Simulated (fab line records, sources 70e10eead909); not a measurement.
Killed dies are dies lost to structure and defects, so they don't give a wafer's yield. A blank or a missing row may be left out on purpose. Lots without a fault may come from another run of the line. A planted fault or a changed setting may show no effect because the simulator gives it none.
Chamber matching | flow nand_harc | NHARC_P_GATE_ETCH_32 on rie_si-03: 4 sister chambers
The step etches the open film in HBr/Cl2, target depth 150 nm, time 100.1 s. 8 wafers are shown with their chamber, then 9 later ones without.

WAFERS WITH THEIR CHAMBER
wafer  | chamber | drypump_motor_current_A (A) | hbr_flow_sccm (sccm)
L078.3 | 3       | 5.2                         | 150.5
L078.4 | 2       | 6.8                         | 149.4
L087.2 | 3       | 5.3                         | 149.7
L087.4 | 0       | 6.2                         | 150.5
L087.5 | 1       | 6.4                         | 149.8
L085.1 | 2       | 6.7                         | 149.7
L085.2 | 1       | 6.3                         | 149.2
L085.3 | 0       | 6.2                         | 149.5

WAFERS WITHOUT THEIR CHAMBER
wafer  | drypump_motor_current_A (A) | hbr_flow_sccm (sccm)
L089.3 | 5.3                         | 149.4
L089.5 | 6.2                         | 150.4
L089.6 | 6.4                         | 148.7
L090.1 | 5.3                         | 150.2
L090.4 | 6.2                         | 149.2
L090.5 | 6.2                         | 150.1
L094.1 | 5.3                         | 150.0
L094.3 | 6.7                         | 149.3
L094.6 | 6.3                         | 150.1

WHICH CHAMBER EACH WENT THROUGH
wafer  | from the rows above     | in truth
L089.3 | 3                       | 3
L089.5 | 0                       | 0
L089.6 | 1                       | 1
L090.1 | 3                       | 3
L090.4 | can't be placed: 0 or 1 | 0
L090.5 | 0                       | 0
L094.1 | 3                       | 3
L094.3 | 2                       | 2
L094.6 | can't be placed: 1 or 0 | 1
Placed correctly: 7 of 9. Can't be placed from these rows: 2 (the true chamber is among the candidates in 2). Placed wrongly: 0.
How it was worked out, from the rows above alone: a wafer's distance from a chamber is the root of the sum, over the readings, of the square of ((its reading less the chamber's mean) divided by the reading's scatter). The wafer belongs to the nearest chamber; if the next one is less than 2 further off, it can't be placed. A chamber's mean is the mean of its shown wafers. The scatter: the root of (the sum of the squares of (reading less its chamber's mean) over the shown wafers, divided by (wafers less chambers)).
